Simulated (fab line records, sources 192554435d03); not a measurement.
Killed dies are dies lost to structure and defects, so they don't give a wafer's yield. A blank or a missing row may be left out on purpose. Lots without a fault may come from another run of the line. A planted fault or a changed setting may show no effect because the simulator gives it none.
Chamber matching | flow n5_finfet | N5_BEOL_M6_CMP_52 on cmp-04: 4 sister chambers
The step polishes, stops on SiCOH lowk, t overpolish 6.9 s, target thk 80 nm. 16 wafers are shown with their chamber, then 8 later ones without.

WAFERS WITH THEIR CHAMBER
wafer  | chamber | motor_current_A (A) | time_to_endpoint_s (s) | overpolish_run_s (s)
L074.1 | 3       | 5.3                 | 69.7                   | 6.894
L074.2 | 1       | 6.4                 | 67.7                   | 6.894
L074.5 | 2       | 5.9                 | 62.0                   | 6.903
L080.1 | 3       | 5.4                 | 64.2                   | 6.907
L080.4 | 0       | 5.9                 | 61.3                   | 6.913
L080.5 | 1       | 6.4                 | 60.7                   | 6.887
L078.4 | 3       | 5.4                 | 65.3                   | 6.908
L078.5 | 2       | 5.9                 | 58.8                   | 6.886
L078.6 | 3       | 5.4                 | 63.2                   | 6.909
L081.3 | 2       | 5.8                 | 60.6                   | 6.889
L081.5 | 1       | 6.2                 | 66.2                   | 6.899
L081.6 | 0       | 5.9                 | 60.4                   | 6.891
L087.2 | 3       | 5.6                 | 67.4                   | 6.897
L087.3 | 1       | 6.7                 | 65.8                   | 6.904
L087.6 | 0       | 5.9                 | 63.1                   | 6.917
L086.3 | 3       | 5.4                 | 65.4                   | 6.901

SIGNATURES (means of the wafers above)
reading            | chamber 0 | chamber 1 | chamber 2 | chamber 3 | scatter within a chamber
motor_current_A    | 5.900     | 6.425     | 5.867     | 5.417     | 0.123
time_to_endpoint_s | 61.600    | 65.100    | 60.467    | 65.867    | 2.31
overpolish_run_s   | 6.90700   | 6.89600   | 6.89267   | 6.90267   | 0.00872
Rule: a wafer's distance from a chamber is the root of the sum, over the readings, of the square of ((its reading less the chamber's mean) divided by the reading's scatter). The wafer belongs to the nearest chamber; if the next one is less than 2 further off, it can't be placed. The scatter: the root of (the sum of the squares of (reading less its chamber's mean) over the shown wafers, divided by (wafers less chambers)).

WAFERS WITHOUT THEIR CHAMBER
wafer  | motor_current_A (A) | time_to_endpoint_s (s) | overpolish_run_s (s)
L086.4 | 6.2                 | 63.5                   | 6.900
L086.5 | 6.0                 | 62.4                   | 6.914
L090.1 | 6.2                 | 62.1                   | 6.905
L090.2 | 5.8                 | 61.8                   | 6.915
L090.6 | 5.9                 | 58.5                   | 6.899
L089.2 | 6.3                 | 65.0                   | 6.895
L089.3 | 6.1                 | 62.5                   | 6.905
L089.6 | 6.1                 | 63.7                   | 6.894

WHICH CHAMBER EACH WENT THROUGH
wafer  | from the rows above          | in truth
L086.4 | can't be placed: 1 or 0 or 2 | 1
L086.5 | can't be placed: 0 or 2      | 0
L090.1 | can't be placed: 0 or 1 or 2 | 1
L090.2 | can't be placed: 0 or 2      | 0
L090.6 | can't be placed: 2 or 0      | 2
L089.2 | 1                            | 1
L089.3 | can't be placed: 0 or 2 or 1 | 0
L089.6 | can't be placed: 2 or 0 or 1 | 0
Placed correctly: 1 of 8. Can't be placed from these rows: 7 (the true chamber is among the candidates in 7). Placed wrongly: 0.
